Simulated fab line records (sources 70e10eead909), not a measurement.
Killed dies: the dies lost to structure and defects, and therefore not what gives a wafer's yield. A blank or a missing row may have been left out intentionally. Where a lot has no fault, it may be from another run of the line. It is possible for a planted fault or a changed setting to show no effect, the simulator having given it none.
Which tool did it? :: flow nand_harc :: 24 lots, 72 wafers sampled, at 3 steps of a route of 1159

## WHAT THE GAUGES SHOWED, per wafer
NHARC_A_ONON_D1_THK_MEAS_27: measures by ellipsometry.
lot: L074
measured: day 8 04:10
on: film_metro-02
thk_nm (nm): 1003 1003 1004

lot: L077
measured: day 8 14:13
on: film_metro-01
thk_nm (nm): 982 983 981

lot: L075
measured: day 8 14:13
on: film_metro-02
thk_nm (nm): 998 1000 999

lot: L076
measured: day 8 14:14
on: film_metro-01
thk_nm (nm): 998 999 999

lot: L079
measured: day 9 01:43
on: film_metro-01
thk_nm (nm): 1007 1003 1004

lot: L078
measured: day 9 01:45
on: film_metro-02
thk_nm (nm): 1005 1004 1004

lot: L080
measured: day 9 09:35
on: film_metro-02
thk_nm (nm): 997 998 999

lot: L081
measured: day 9 09:35
on: film_metro-01
thk_nm (nm): 995 994 994

lot: L082
measured: day 10 00:48
on: film_metro-01
thk_nm (nm): 990 991 992

lot: L083
measured: day 10 00:49
on: film_metro-01
thk_nm (nm): 996 996 997

lot: L084
measured: day 10 22:44
on: film_metro-01
thk_nm (nm): 1004 1003 1004

lot: L085
measured: day 10 22:49
on: film_metro-02
thk_nm (nm): 986 985 987

lot: L087
measured: day 11 10:40
on: film_metro-02
thk_nm (nm): 986 984 985

lot: L088
measured: day 11 10:47
on: film_metro-01
thk_nm (nm): 1001 1002 1000

lot: L086
measured: day 11 11:01
on: film_metro-01
thk_nm (nm): 993 994 992

lot: L089
measured: day 11 18:43
on: film_metro-02
thk_nm (nm): 993 993 994

lot: L090
measured: day 11 18:57
on: film_metro-02
thk_nm (nm): 1001 1003 1001

lot: L092
measured: day 12 01:44
on: film_metro-02
thk_nm (nm): 984 984 985

lot: L091
measured: day 12 01:44
on: film_metro-01
thk_nm (nm): 1004 1003 1004

lot: L094
measured: day 12 12:58
on: film_metro-02
thk_nm (nm): 987 986 987

lot: L093
measured: day 12 13:00
on: film_metro-01
thk_nm (nm): 983 984 985

lot: L095
measured: day 13 04:23
on: film_metro-02
thk_nm (nm): 993 995 994

lot: L097
measured: day 13 11:21
on: film_metro-01
thk_nm (nm): 1000 1002 1003

lot: L096
measured: day 13 19:04
on: film_metro-02
thk_nm (nm): 990 991 990

NHARC_A_CHANNEL_HOLE_D1_CD_MEAS_30.
lot: L074
measured: day 8 15:41
on: cd_sem-02
cd_nm (nm): 90.0 91.9 89.3

lot: L077
measured: day 9 01:35
on: cd_sem-03
cd_nm (nm): 88.2 87.6 88.6

lot: L075
measured: day 9 02:13
on: cd_sem-02
cd_nm (nm): 91.1 91.0 92.9

lot: L076
measured: day 9 05:45
on: cd_sem-02
cd_nm (nm): 89.5 88.7 87.7

lot: L079
measured: day 9 13:17
on: cd_sem-01
cd_nm (nm): 87.7 87.7 88.7

lot: L078
measured: day 9 13:53
on: cd_sem-01
cd_nm (nm): 90.8 92.0 92.1

lot: L080
measured: day 9 21:54
on: cd_sem-02
cd_nm (nm): 87.2 88.2 89.0

lot: L081
measured: day 9 21:41
on: cd_sem-01
cd_nm (nm): 89.2 90.3 90.1

lot: L082
measured: day 10 11:56
on: cd_sem-01
cd_nm (nm): 90.0 90.0 87.9

lot: L083
measured: day 10 12:50
on: cd_sem-03
cd_nm (nm): 90.0 90.2 90.0

lot: L084
measured: day 11 09:55
on: cd_sem-02
cd_nm (nm): 89.0 91.0 90.9

lot: L085
measured: day 11 09:36
on: cd_sem-03
cd_nm (nm): 88.6 90.1 88.6

lot: L087
measured: day 11 21:24
on: cd_sem-01
cd_nm (nm): 88.6 89.6 88.2

lot: L088
measured: day 11 21:34
on: cd_sem-03
cd_nm (nm): 89.9 91.0 91.5

lot: L086
measured: day 12 01:34
on: cd_sem-02
cd_nm (nm): 89.1 87.8 88.6

lot: L089
measured: day 12 07:26
on: cd_sem-02
cd_nm (nm): 87.5 88.9 87.9

lot: L090
measured: day 12 09:20
on: cd_sem-02
cd_nm (nm): 92.3 89.8 91.2

lot: L092
measured: day 12 13:30
on: cd_sem-03
cd_nm (nm): 91.9 91.1 90.4

lot: L091
measured: day 12 13:57
on: cd_sem-01
cd_nm (nm): 88.8 89.4 90.1

lot: L094
measured: day 12 23:46
on: cd_sem-03
cd_nm (nm): 88.0 88.1 88.4

lot: L093
measured: day 13 00:35
on: cd_sem-03
cd_nm (nm): 91.3 90.6 91.4

lot: L095
measured: day 13 15:47
on: cd_sem-01
cd_nm (nm): 90.1 87.9 90.1

lot: L097
measured: day 13 22:49
on: cd_sem-02
cd_nm (nm): 89.3 88.9 91.5

lot: L096
measured: day 14 06:07
on: cd_sem-03
cd_nm (nm): 90.0 89.3 89.1

## WHICH TOOL RAN EACH LOT (tool, then ch and the chambers of the sampled wafers, then the start)
lot: L074
NHARC_A_CHANNEL_HOLE_D1_ETCH_44: rie_diel-05 ch 0,2,3, day 8 14:44

lot: L077
NHARC_A_CHANNEL_HOLE_D1_ETCH_44: rie_diel-08 ch 1,2, day 9 00:48

lot: L075
NHARC_A_CHANNEL_HOLE_D1_ETCH_44: rie_diel-05 ch 2,3, day 9 01:24

lot: L076
NHARC_A_CHANNEL_HOLE_D1_ETCH_44: rie_diel-08 ch 0,1,3, day 9 04:57

lot: L079
NHARC_A_CHANNEL_HOLE_D1_ETCH_44: rie_diel-08 ch 1,2,3, day 9 12:30

lot: L078
NHARC_A_CHANNEL_HOLE_D1_ETCH_44: rie_diel-05 ch 0,1,2, day 9 13:05

lot: L080
NHARC_A_CHANNEL_HOLE_D1_ETCH_44: rie_diel-08 ch 1,2,3, day 9 21:05

lot: L081
NHARC_A_CHANNEL_HOLE_D1_ETCH_44: rie_diel-03 ch 0,1,3, day 9 20:54

lot: L082
NHARC_A_CHANNEL_HOLE_D1_ETCH_44: rie_diel-05 ch 0,1,3, day 10 11:08

lot: L083
NHARC_A_CHANNEL_HOLE_D1_ETCH_44: rie_diel-08 ch 0,3, day 10 12:01

lot: L084
NHARC_A_CHANNEL_HOLE_D1_ETCH_44: rie_diel-03 ch 1,2, day 11 09:07

lot: L085
NHARC_A_CHANNEL_HOLE_D1_ETCH_44: rie_diel-08 ch 0,2,3, day 11 08:49

lot: L087
NHARC_A_CHANNEL_HOLE_D1_ETCH_44: rie_diel-08 ch 1,3, day 11 20:36

lot: L088
NHARC_A_CHANNEL_HOLE_D1_ETCH_44: rie_diel-05 ch 0,2,3, day 11 20:47

lot: L086
NHARC_A_CHANNEL_HOLE_D1_ETCH_44: rie_diel-08 ch 0,2,3, day 12 00:46

lot: L089
NHARC_A_CHANNEL_HOLE_D1_ETCH_44: rie_diel-03 ch 0,1,2, day 12 06:38

lot: L090
NHARC_A_CHANNEL_HOLE_D1_ETCH_44: rie_diel-03 ch 0,1,3, day 12 08:32

lot: L092
NHARC_A_CHANNEL_HOLE_D1_ETCH_44: rie_diel-05 ch 0,1, day 12 12:41

lot: L091
NHARC_A_CHANNEL_HOLE_D1_ETCH_44: rie_diel-08 ch 0,1,2, day 12 13:09

lot: L094
NHARC_A_CHANNEL_HOLE_D1_ETCH_44: rie_diel-08 ch 0,1,2, day 12 22:59

lot: L093
NHARC_A_CHANNEL_HOLE_D1_ETCH_44: rie_diel-03 ch 2,3, day 12 23:47

lot: L095
NHARC_A_CHANNEL_HOLE_D1_ETCH_44: rie_diel-03 ch 0,2,3, day 13 14:59

lot: L097
NHARC_A_CHANNEL_HOLE_D1_ETCH_44: rie_diel-03 ch 0,3, day 13 22:01

lot: L096
NHARC_A_CHANNEL_HOLE_D1_ETCH_44: rie_diel-03 ch 2,3, day 14 05:19
- NHARC_A_CHANNEL_HOLE_D1_ETCH_44: etches the open film in CF4/O2, target depth 140 nm, overetch 14 nm, time 77 s.

## AS READ BY THE TOOLS THEMSELVES (means over the sampled wafers that have a number; for cases with no such wafer, the mark the record gives instead)
NHARC_A_CHANNEL_HOLE_D1_ETCH_44.
lot: L074
tool: rie_diel-05
drypump_motor_current_A (A): 5.7
oes_product_au (a.u.): 1.009
rf_fwd_power_W (W): 297.4
rf_vpp_V (V): 198.1
showerhead_plenum_p_Torr (Torr): 1.35
throttle_valve_pct (%): 13.395

lot: L077
tool: rie_diel-08
drypump_motor_current_A (A): 6.3
oes_product_au (a.u.): 1.000
rf_fwd_power_W (W): 298.3
rf_vpp_V (V): 198.2
showerhead_plenum_p_Torr (Torr): 1.37
throttle_valve_pct (%): 13.391

lot: L075
tool: rie_diel-05
drypump_motor_current_A (A): 5.6
oes_product_au (a.u.): 1.013
rf_fwd_power_W (W): 297.7
rf_vpp_V (V): 198.8
showerhead_plenum_p_Torr (Torr): 1.35
throttle_valve_pct (%): 13.399

lot: L076
tool: rie_diel-08
drypump_motor_current_A (A): 6.2
oes_product_au (a.u.): 1.001
rf_fwd_power_W (W): 296.6
rf_vpp_V (V): 200.0
showerhead_plenum_p_Torr (Torr): 1.41
throttle_valve_pct (%): 13.399

lot: L079
tool: rie_diel-08
drypump_motor_current_A (A): 6.3
oes_product_au (a.u.): 1.002
rf_fwd_power_W (W): 297.5
rf_vpp_V (V): 199.2
showerhead_plenum_p_Torr (Torr): 1.40
throttle_valve_pct (%): 13.395

lot: L078
tool: rie_diel-05
drypump_motor_current_A (A): 5.4
oes_product_au (a.u.): 0.996
rf_fwd_power_W (W): 298.6
rf_vpp_V (V): 197.7
showerhead_plenum_p_Torr (Torr): 1.36
throttle_valve_pct (%): 13.395

lot: L080
tool: rie_diel-08
drypump_motor_current_A (A): 6.3
oes_product_au (a.u.): 0.999
rf_fwd_power_W (W): 297.6
rf_vpp_V (V): 199.4
showerhead_plenum_p_Torr (Torr): 1.40
throttle_valve_pct (%): 13.396

lot: L081
tool: rie_diel-03
drypump_motor_current_A (A): 5.3
oes_product_au (a.u.): 0.993
rf_fwd_power_W (W): 296.4
rf_vpp_V (V): 197.6
showerhead_plenum_p_Torr (Torr): 1.34
throttle_valve_pct (%): 13.401

lot: L082
tool: rie_diel-05
drypump_motor_current_A (A): 5.6
oes_product_au (a.u.): 1.013
rf_fwd_power_W (W): 299.4
rf_vpp_V (V): 198.3
showerhead_plenum_p_Torr (Torr): 1.35
throttle_valve_pct (%): 13.389

lot: L083
tool: rie_diel-08
drypump_motor_current_A (A): 6.2
oes_product_au (a.u.): 1.005
rf_fwd_power_W (W): 296.4
rf_vpp_V (V): 199.2
showerhead_plenum_p_Torr (Torr): 1.41
throttle_valve_pct (%): 13.391

lot: L084
tool: rie_diel-03
drypump_motor_current_A (A): 5.6
oes_product_au (a.u.): 0.995
rf_fwd_power_W (W): 299.5
rf_vpp_V (V): 196.7
showerhead_plenum_p_Torr (Torr): 1.29
throttle_valve_pct (%): 13.398

lot: L085
tool: rie_diel-08
drypump_motor_current_A (A): 6.2
oes_product_au (a.u.): 1.004
rf_fwd_power_W (W): 296.7
rf_vpp_V (V): 199.2
showerhead_plenum_p_Torr (Torr): 1.38
throttle_valve_pct (%): 13.402

lot: L087
tool: rie_diel-08
drypump_motor_current_A (A): 6.3
oes_product_au (a.u.): 0.993
rf_fwd_power_W (W): 296.8
rf_vpp_V (V): 199.1
showerhead_plenum_p_Torr (Torr): 1.42
throttle_valve_pct (%): 13.394

lot: L088
tool: rie_diel-05
drypump_motor_current_A (A): 5.7
oes_product_au (a.u.): 0.990
rf_fwd_power_W (W): 298.0
rf_vpp_V (V): 197.9
showerhead_plenum_p_Torr (Torr): 1.35
throttle_valve_pct (%): 13.398

lot: L086
tool: rie_diel-08
drypump_motor_current_A (A): 6.2
oes_product_au (a.u.): 1.001
rf_fwd_power_W (W): 296.0
rf_vpp_V (V): 199.0
showerhead_plenum_p_Torr (Torr): 1.38
throttle_valve_pct (%): 13.400

lot: L089
tool: rie_diel-03
drypump_motor_current_A (A): 5.5
oes_product_au (a.u.): 1.004
rf_fwd_power_W (W): 297.8
rf_vpp_V (V): 198.1
showerhead_plenum_p_Torr (Torr): 1.32
throttle_valve_pct (%): 13.394

lot: L090
tool: rie_diel-03
drypump_motor_current_A (A): 5.3
oes_product_au (a.u.): 0.991
rf_fwd_power_W (W): 297.8
rf_vpp_V (V): 197.7
showerhead_plenum_p_Torr (Torr): 1.34
throttle_valve_pct (%): 13.390

lot: L092
tool: rie_diel-05
drypump_motor_current_A (A): 5.3
oes_product_au (a.u.): 1.009
rf_fwd_power_W (W): 298.6
rf_vpp_V (V): 198.6
showerhead_plenum_p_Torr (Torr): 1.36
throttle_valve_pct (%): 13.390

lot: L091
tool: rie_diel-08
drypump_motor_current_A (A): 6.2
oes_product_au (a.u.): 0.984
rf_fwd_power_W (W): 297.6
rf_vpp_V (V): 198.4
showerhead_plenum_p_Torr (Torr): 1.38
throttle_valve_pct (%): 13.394

lot: L094
tool: rie_diel-08
drypump_motor_current_A (A): 6.2
oes_product_au (a.u.): 0.992
rf_fwd_power_W (W): 297.7
rf_vpp_V (V): 200.0
showerhead_plenum_p_Torr (Torr): 1.38
throttle_valve_pct (%): 13.392

lot: L093
tool: rie_diel-03
drypump_motor_current_A (A): 5.2
oes_product_au (a.u.): 1.002
rf_fwd_power_W (W): 298.0
rf_vpp_V (V): 196.8
showerhead_plenum_p_Torr (Torr): 1.26
throttle_valve_pct (%): 13.390

lot: L095
tool: rie_diel-03
drypump_motor_current_A (A): 5.1
oes_product_au (a.u.): 0.987
rf_fwd_power_W (W): 298.3
rf_vpp_V (V): 197.1
showerhead_plenum_p_Torr (Torr): 1.29
throttle_valve_pct (%): 13.385

lot: L097
tool: rie_diel-03
drypump_motor_current_A (A): 4.9
oes_product_au (a.u.): 0.997
rf_fwd_power_W (W): 296.5
rf_vpp_V (V): 197.6
showerhead_plenum_p_Torr (Torr): 1.30
throttle_valve_pct (%): 13.402

lot: L096
tool: rie_diel-03
drypump_motor_current_A (A): 5.0
oes_product_au (a.u.): 0.992
rf_fwd_power_W (W): 297.2
rf_vpp_V (V): 196.3
showerhead_plenum_p_Torr (Torr): 1.27
throttle_valve_pct (%): 13.395

## THE ANSWER, worked out from the rows above alone
Rule: the lots themselves supply what counts as usual. Put in order of their means at a reading, lots are off if they are a third of the lots or fewer, leave a main group of 4 or more, and stand apart from it by a gap of 3 or more times the standard deviation of the main group's means; of several such gaps the widest counts. Not used: any main group whose means are identical at the precision the tables above print for the reading. A lot without any number at a reading at which 4 lots or more have one is off too. Any other lot the step has rows for is counted as sound. After the gauges, taken in route order, come the tools' own readings; for these a lot's mean is taken, as printed above. The first step at which some lot is off is used, and at that step the reading that is off furthest; a lot without a number counts as furthest.
Across all readings shown, no lot is off: no conclusion can be drawn from this.

## WHAT THE SIMULATOR HAD INSERTED
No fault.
